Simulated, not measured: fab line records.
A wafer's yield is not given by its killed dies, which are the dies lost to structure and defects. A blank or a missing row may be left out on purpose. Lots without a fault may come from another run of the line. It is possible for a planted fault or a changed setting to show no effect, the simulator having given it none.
Which tool was responsible? + flow n5 finfet + Sampling: 9 lots, 27 wafers, 2 of 1938 route steps

WHAT THE GAUGES READ, wafer by wafer
N5_DUMMY_GATE_INSPECT_27: inspects for defects (brightfield).
| lot  | measured    | on                | raw defect count |
|------|-------------|-------------------|------------------|
| L734 | day 3 06:41 | defect inspect-01 | 261 216 270      |
| L737 | day 3 22:53 | defect inspect-01 | 324 260 396      |
| L741 | day 5 02:08 | defect inspect-02 | 281 367 210      |
| L744 | day 5 21:20 | defect inspect-01 | 208 258 188      |
| L745 | day 6 04:10 | defect inspect-01 | 334 351 497      |
| L748 | day 6 17:27 | defect inspect-01 | 761 723 750      |
| L749 | day 6 23:44 | defect inspect-02 | 231 349 478      |
| L750 | day 7 05:05 | defect inspect-01 | 324 293 327      |
| L753 | day 8 00:35 | defect inspect-01 | 787 686 686      |

EACH LOT AND THE TOOL THAT RAN IT (in order: tool; ch and the chambers of the sampled wafers; start)
| lot  | N5_DUMMY_GATE_ETCH_44           |
|------|---------------------------------|
| L734 | rie si-06 ch 1,2,3, day 3 06:18 |
| L737 | rie si-06 ch 0,1, day 3 22:15   |
| L741 | rie si-01 ch 0,3, day 5 01:44   |
| L744 | rie si-01 ch 0,1,3, day 5 20:56 |
| L745 | rie si-06 ch 1,2,3, day 6 03:47 |
| L748 | rie si-06 ch 0,1,3, day 6 17:04 |
| L749 | rie si-04 ch 0,1,2, day 6 23:21 |
| L750 | rie si-04 ch 0,2,3, day 7 04:41 |
| L753 | rie si-06 ch 1,2, day 7 23:56   |
- N5_DUMMY_GATE_ETCH_44: etches poly-Si in HBr/O2, stops on SiO2, target depth 127.5 nm.

THE ANSWER, worked out from the rows above alone
Rule: the lots themselves supply what counts as usual. The widest of any qualifying gaps counts: lots, ordered by their means at a reading, are off when they make up no more than a third of the lots, leave a main group of 4 or more, and stand apart from it by 3 or more times the standard deviation of that group's means. If all means in a main group match to the digits the tables above print for the reading, that group is not used. A lot without any number at a reading at which 4 lots or more have one is off too. All remaining lots with rows at the step are treated as sound.
Off, at N5_DUMMY_GATE_INSPECT_27 on raw defect count: L748, L753. The main group has a mean of 306 with a standard deviation of 56.
A tool fits if, at a process step before that reading, it ran every lot that is off, and no sound lot after the first of them. The gauges at N5_DUMMY_GATE_INSPECT_27 are tried like those tools. One candidate fits, namely rie si-06 at N5_DUMMY_GATE_ETCH_44. A fault onset in the window from L745 (day 6 03:47, its last sound lot) to L748 (day 6 17:04, its first lot off) fits.

WHAT THE SIMULATOR HAD INSERTED
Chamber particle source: rie si-06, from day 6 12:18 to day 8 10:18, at N5_DUMMY_GATE_ETCH_44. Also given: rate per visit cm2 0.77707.
Struck lots among those shown: L748, L753. Same finding as the rule above.
